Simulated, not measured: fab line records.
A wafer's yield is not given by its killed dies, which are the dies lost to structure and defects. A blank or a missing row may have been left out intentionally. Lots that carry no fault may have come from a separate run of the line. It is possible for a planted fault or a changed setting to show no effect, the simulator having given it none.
Struck lot and sound lot, side by side / flow nand-harc / 27 steps out of a route of 1302
Sound: these wafers, L156.3, L156.5, L156.6. Wafers L172.1, L172.2, L172.5 were the ones struck. Last of all comes the cause.
Each step with rows lists, per side, the tool, then ch with its chambers, then its first start. Under that, the readings that differ: sound wafers / struck wafers / difference of the means / sigmas: that difference in standard deviations of wafers without a fault.
alike: a reading whose means differ by less than 2 such deviations, as well as words and numbers matching on both sides. not compared: withheld readings; readings where some wafer has no value; bounds like >300 that might hide an equal value; numbers whose values overlap and for which the record gives no deviation.
A row with sigmas, a row that says differs or no value, or rows on one side alone: a step with any of these is where the two part. Numbers that have no deviation but don't overlap get no sigmas and don't part them. A reading missing from all wafers of one side parts the sides only when that side holds two or more wafers.

NHARC_P_ZERO_WELL_INSPECT_43:
  sound on defect-inspect-02 at day 3 20:10; struck on defect-inspect-01 at day 10 11:37
  alike: raw-defect-count
then, 11 steps without rows for these wafers: NHARC_P_STI_ETCH_26 (etches SiO2 in dHF, target depth 11 nm); NHARC_P_STI_PRECLEAN_27 (cleans in SC1); NHARC_P_STI_SRD_28; NHARC_P_STI_OXIDE_29 (material SiO2, target thk 10 nm, ox time 1362 s); NHARC_P_STI_HM_DEP_30 (deposits Si3N4, target thk 80 nm, time 873 s); NHARC_P_STI_DEHYDRATE_01 (time 120 s); NHARC_P_STI_HMDS_02 (time 30 s); NHARC_P_STI_COAT_41 (time 65 s); NHARC_P_STI_COAT_03 (resist thk 600 nm); NHARC_P_STI_SOFTBAKE_04 (time 70 s); NHARC_P_STI_EBR_05.
NHARC_P_STI_EXPOSE_06: exposes mask P STI, target cd 200 nm.
  sound on krf-scanner-03 ch 0, day 4 10:33; struck on krf-scanner-03 ch 0, day 11 05:38
reading=exposure-dose-mJ-cm2; sound=37.69 37.65 37.65; struck=30.69 30.66 30.58; difference=-7.02; sigmas=-99 or more
  alike: mask
then, 2 steps without rows for these wafers: NHARC_P_STI_PEB_07 (peb time 80 s); NHARC_P_STI_DEVELOP_08 (time 50 s).
NHARC_P_STI_CD_MEAS_09: the cd target is 200 nm.
  sound on cd-sem-01 ch 0, day 4 10:42; struck on cd-sem-01 ch 0, day 11 05:47
reading=cd-nm (nm); sound=198 204 202; struck=157 155 158; difference=-45; sigmas=-12
NHARC_P_STI_OVL_MEAS_10:
  sound on overlay-01 at day 4 10:47; struck on overlay-02 at day 11 05:53
  alike: overlay-x-nm, overlay-y-nm
NHARC_P_STI_INSPECT_11:
  sound on defect-inspect-02 at day 4 10:49; struck on defect-inspect-01 at day 11 05:55
  alike: raw-defect-count
then, 1 step without rows for these wafers: NHARC_P_STI_HARDBAKE_13 (time 65 s).
NHARC_P_STI_DESCUM_14: chemistry O2, time 3 s.
  sound on rie-diel-01 ch 0,1,3, day 4 10:58; struck on rie-diel-01 ch 0,2, day 11 06:04
reading=model.P_STI.cd-nm (nm); sound=197.6 203.8 201.8; struck=156.3 155.4 157.8; difference=-44.6; sigmas=
  alike: drypump-motor-current-A, oes-product-au, rf-vpp-V, showerhead-plenum-p-Torr, throttle-valve-pct
  not compared: rf-hours-counter-h
NHARC_P_STI_ETCH_42: etches the open film in N2/H2, target depth 80 nm, overetch 24 nm, time 61 s.
  sound on rie-diel-01 ch 0,3, day 4 11:02; struck on rie-diel-01 ch 0,2, day 11 06:08
  alike: drypump-motor-current-A, oes-product-au, rf-vpp-V, showerhead-plenum-p-Torr, throttle-valve-pct
  not compared: rf-hours-counter-h
NHARC_P_STI_ETCH_31: etches the open film in CF4/CHF3, target depth 108.9 nm, time 54.5 s.
  sound: rie-diel-01 ch 1,2,3; struck: rie-diel-01 ch 0,1,2
  alike: drypump-motor-current-A, oes-product-au, rf-vpp-V, showerhead-plenum-p-Torr, throttle-valve-pct
  not compared: rf-hours-counter-h
NHARC_P_STI_ETCH_15: etches the open film in HBr/Cl2, target depth 300 nm, time 100.1 s.
  sound on rie-si-05 ch 0,1, day 4 11:14; struck on rie-si-02 ch 0,3, day 11 06:20
reading=model.P_STI.cd-nm (nm); sound=197.5 204.8 201; struck=157.1 157.7 158.2; difference=-43.4; sigmas=
  alike: drypump-motor-current-A, oes-product-au, throttle-valve-pct
  not compared: rf-hours-counter-h
NHARC_P_STI_CD_MEAS_16:
  sound on cd-sem-01 at day 4 11:23; struck on cd-sem-01 at day 11 06:29
reading=cd-nm (nm); sound=198 205 201; struck=157 157 158; difference=-44; sigmas=-11
NHARC_P_STI_OCD_MEAS_17:
  sound on ocd-02 at day 4 11:29; struck on ocd-01 at day 11 06:34
reading=trench-foot-cd-nm (nm); sound=156 162 162; struck=112 113 115; difference=-47; sigmas=-12
then, 1 step without rows for these wafers: NHARC_P_STI_STRIP_19 (strips in SPM, time 900 s).
-- break in the record here, with 22 days between the starts of the struck wafers on either side (left off in module P_STI, picked up again in module END, where the first step shown is number 1302 on the route) --
NHARC_END_SORT_01:
  here the record holds rows for the struck wafers (prober-01 ch 0, day 33 01:53) but none for the sound ones

WHERE THEY PART
Earliest at NHARC_P_STI_EXPOSE_06; latest, in this record, at NHARC_END_SORT_01.

WHY: what the simulator had put in
Process parameters drifting: krf-scanner-03 at NHARC_P_STI_EXPOSE_06, beginning at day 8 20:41. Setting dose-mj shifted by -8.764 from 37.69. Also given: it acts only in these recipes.
